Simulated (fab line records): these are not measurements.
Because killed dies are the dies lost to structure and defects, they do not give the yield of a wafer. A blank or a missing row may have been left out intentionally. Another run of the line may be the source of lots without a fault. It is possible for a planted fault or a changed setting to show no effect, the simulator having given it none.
Matching of chambers    flow n5-finfet    N5_BEOL_M12_DESCUM_15 on rie-diel-04: 4 sister chambers
The step chemistry O2, time 7.9 s. 8 wafers are shown with their chamber, then 7 later ones without.

== WAFERS PAIRED WITH THEIR CHAMBERS ==
wafer   chamber  drypump-motor-current-A (A)  showerhead-plenum-p-Torr (Torr)
L076.3  3        5.8                          2.07
L074.5  3        5.8                          2.07
L081.6  0        5.0                          2.02
L085.3  0        5.0                          2.02
L085.5  2        6.7                          2.04
L085.6  1        5.7                          1.98
L088.1  2        6.8                          2.03
L088.2  1        5.7                          1.97

== WAFERS WITHOUT THEIR CHAMBER ==
wafer   drypump-motor-current-A (A)  showerhead-plenum-p-Torr (Torr)
L088.3  5.8                          2.06
L088.4  4.9                          2.01
L088.5  5.8                          2.06
L088.6  6.8                          2.03
L092.2  5.8                          2.06
L092.3  5.7                          1.97
L092.6  6.8                          2.03

== EACH ONE'S CHAMBER ==
wafer   from the rows above  in truth
L088.3  3                    3
L088.4  0                    0
L088.5  3                    3
L088.6  2                    2
L092.2  3                    3
L092.3  1                    1
L092.6  2                    2
7 of 7 placed correctly. Left unplaced by these rows: 0. 0 placed wrongly.
How it was worked out, from the rows above alone: a wafer's distance from a chamber is the root of the sum, over the readings, of the square of ((its reading less the chamber's mean) divided by the reading's scatter). If the next closest chamber is less than 2 further off than the closest, the wafer can't be placed; otherwise it belongs to the closest. For every chamber, the mean is computed from those of its wafers that are shown. The scatter is the square root of a quotient: the sum, over the shown wafers, of each reading's squared deviation from its chamber's mean, divided by wafers minus chambers.
